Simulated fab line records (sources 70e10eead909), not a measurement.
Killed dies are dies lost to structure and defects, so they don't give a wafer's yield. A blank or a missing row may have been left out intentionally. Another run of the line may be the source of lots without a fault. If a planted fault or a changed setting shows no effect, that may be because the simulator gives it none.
Struck lot and sound lot, side by side	flow nand harc	16 steps out of a route of 1302
Sound: wafers L966.3, L966.4, L966.5. Struck: wafers L985.2, L985.3, L985.6. The cause is given at the end.
Per side, at each step with rows, come the tool, then ch with its chambers, and then its first start. Under that, the readings that differ: sound wafers	struck wafers	difference of the means	sigmas: that difference in standard deviations of wafers without a fault.
alike: words and numbers the same on both sides, and readings whose means are apart by under 2 such deviations; not compared: readings that were withheld, readings missing a value for some wafer, numbers with overlapping values and no deviation given by the record, and bounds like >300 which may hide the same value.
A row with sigmas, a row that says differs or no value, or rows on one side alone: a step with any of these is where the two part. Non-overlapping numbers with no deviation appear without sigmas and do not part them. A reading missing from all wafers of one side parts the sides only when that side holds two or more wafers.

NHARC_P_GATE_DESCUM_61: chemistry O2, time 3 s.
  sound on rie diel-02 ch 0,2,3, day 5 23:55; struck on rie diel-09 ch 1,2,3, day 14 02:24
  alike: drypump motor current A, oes product au, rf vpp V, showerhead plenum p Torr, throttle valve pct
  not compared: rf hours counter h
after that, 1 step had no rows for these wafers: NHARC_P_GATE_IMPLANT_62.
NHARC_P_GATE_STRIP_112: strips in N2/H2, time 200 s.
  sound on plasma asher-01 ch 0,1, day 6 00:22; struck on plasma asher-01 ch 1, day 14 02:49
  alike: drypump motor current A, heater power w, rf refl power W
  not compared: rf hours counter h
NHARC_P_GATE_STRIP_76: strips in O2.
  sound on plasma asher-01 ch 0,1, day 6 00:34; struck on plasma asher-01 ch 1, day 14 03:03
  alike: drypump motor current A, heater power w, rf refl power W
  not compared: rf hours counter h
then, 8 steps without rows for these wafers: NHARC_P_GATE_STRIP_63 (strips in SPM, time 900 s); NHARC_P_GATE_DEHYDRATE_83 (time 120 s); NHARC_P_GATE_HMDS_84 (time 30 s); NHARC_P_GATE_COAT_85; NHARC_P_GATE_SOFTBAKE_86 (time 95 s); NHARC_P_GATE_EBR_87; NHARC_P_GATE_EXPOSE_88 (exposes mask P HVN, target cd 2000 nm); NHARC_P_GATE_PEB_89 (peb time 85 s).
NHARC_P_GATE_DEVELOP_90: time 70 s.
  sound on litho track-07 ch 0, day 6 01:00; struck on litho track-05 ch 0, day 14 03:00
then, 1 step without rows for these wafers: NHARC_P_GATE_HARDBAKE_92 (time 80 s).
NHARC_P_GATE_DESCUM_93: chemistry O2, time 3 s.
  sound on rie diel-02 ch 0,2,3, day 6 01:38; struck on rie diel-09 ch 2,3, day 14 04:01
reading	sound	struck	difference	sigmas
model.P_GATE.cd nm (nm)	1996 1997 1997	719.1 722.6 723.5	-1274.9	
  alike: drypump motor current A, oes product au, rf vpp V, showerhead plenum p Torr, throttle valve pct
  not compared: rf hours counter h
after that, 1 step had no rows for these wafers: NHARC_P_GATE_IMPLANT_94.

== WHERE THEY PART ==
Nowhere in this record.

WHY: what the simulator had put in
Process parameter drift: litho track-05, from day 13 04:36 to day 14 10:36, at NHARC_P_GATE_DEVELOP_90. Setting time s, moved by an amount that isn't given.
